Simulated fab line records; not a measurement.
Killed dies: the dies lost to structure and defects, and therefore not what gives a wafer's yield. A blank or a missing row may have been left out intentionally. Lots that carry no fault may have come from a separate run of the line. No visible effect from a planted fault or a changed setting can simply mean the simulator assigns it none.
Which tool did it? / flow nand harc / 36 wafers sampled from 12 lots at 1 step of a route of 1159

## WHAT EACH GAUGE READ, for each wafer
NHARC_P_M2_INSPECT_27.
lot=L075; measured=day 6 16:56; on=defect inspect-02; raw defect count=340 358 265
lot=L077; measured=day 6 18:51; on=defect inspect-02; raw defect count=399 311 580
lot=L079; measured=day 7 17:11; on=defect inspect-01; raw defect count=229 321 270
lot=L081; measured=day 8 08:02; on=defect inspect-02; raw defect count=358 351 362
lot=L083; measured=day 8 15:02; on=defect inspect-01; raw defect count=449 462 346
lot=L087; measured=day 9 10:47; on=defect inspect-02; raw defect count=311 308 161
lot=L088; measured=day 9 14:41; on=defect inspect-02; raw defect count=383 274 273
lot=L090; measured=day 10 09:25; on=defect inspect-02; raw defect count=245 448 292
lot=L091; measured=day 10 16:57; on=defect inspect-02; raw defect count=344 325 339
lot=L093; measured=day 10 18:31; on=defect inspect-01; raw defect count=609 348 357
lot=L095; measured=day 11 08:58; on=defect inspect-02; raw defect count=223 312 260
lot=L096; measured=day 11 16:42; on=defect inspect-02; raw defect count=303 412 326

## TOOL THAT RAN EACH LOT (tool first, then ch and the chambers of the sampled wafers, then the start)
There is no process step in the record ahead of these readings.

## THE ANSWER, worked out from the rows above alone
Rule: usual is defined by the lots themselves. The widest of any qualifying gaps counts: lots, ordered by their means at a reading, are off when they make up no more than a third of the lots, leave a main group of 4 or more, and stand apart from it by 3 or more times the standard deviation of that group's means. A main group whose means are all the same, to the digits that the tables above print for the reading, isn't used. A lot without any number at a reading at which 4 lots or more have one is off too. The other lots that the step has rows for count as sound.
No lot is off on any of the readings shown, so nothing can be concluded from this.

## WHAT THE SIMULATOR HAD PUT IN
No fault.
